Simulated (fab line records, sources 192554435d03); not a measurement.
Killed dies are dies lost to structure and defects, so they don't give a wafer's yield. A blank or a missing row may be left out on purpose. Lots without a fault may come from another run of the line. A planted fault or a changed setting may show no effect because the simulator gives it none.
Chamber matching | flow n5_finfet | N5_MOL_CONTACT_COAG_ETCHBACK_132 on rie_diel-03: 4 sister chambers
The step etches SiO2 in CHF3, target depth 10 nm, time 6.7 s. 4 wafers are shown with their chamber, then 7 later ones without.

WAFERS WITH THEIR CHAMBER
wafer  | chamber | drypump_motor_current_A (A)
L944.2 | 1       | 5.7
L959.4 | 2       | 5.7
L963.1 | 0       | 5.3
L963.5 | 3       | 6.6

WAFERS WITHOUT THEIR CHAMBER
wafer  | drypump_motor_current_A (A)
L963.6 | 5.7
L965.1 | 5.7
L965.2 | 6.6
L965.4 | 5.7
L966.2 | 5.4
L966.3 | 5.7
L966.5 | 5.3

WHICH CHAMBER EACH WENT THROUGH
wafer  | from the rows above     | in truth
L963.6 | can't be placed: 1 or 2 | 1
L965.1 | can't be placed: 1 or 2 | 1
L965.2 | 3                       | 3
L965.4 | can't be placed: 1 or 2 | 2
L966.2 | 0                       | 0
L966.3 | can't be placed: 1 or 2 | 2
L966.5 | 0                       | 0
Placed correctly: 3 of 7. Can't be placed from these rows: 4 (the true chamber is among the candidates in 4). Placed wrongly: 0.
How it was worked out, from the rows above alone: a wafer's distance from a chamber is the root of the sum, over the readings, of the square of ((its reading less the chamber's mean) divided by the reading's scatter). The wafer belongs to the nearest chamber; if the next one is less than 2 further off, it can't be placed. A chamber's mean is the mean of its shown wafers. The scatter: with one shown wafer a chamber, the root of the mean of the squares of how far each hidden wafer lies from its nearest shown one.
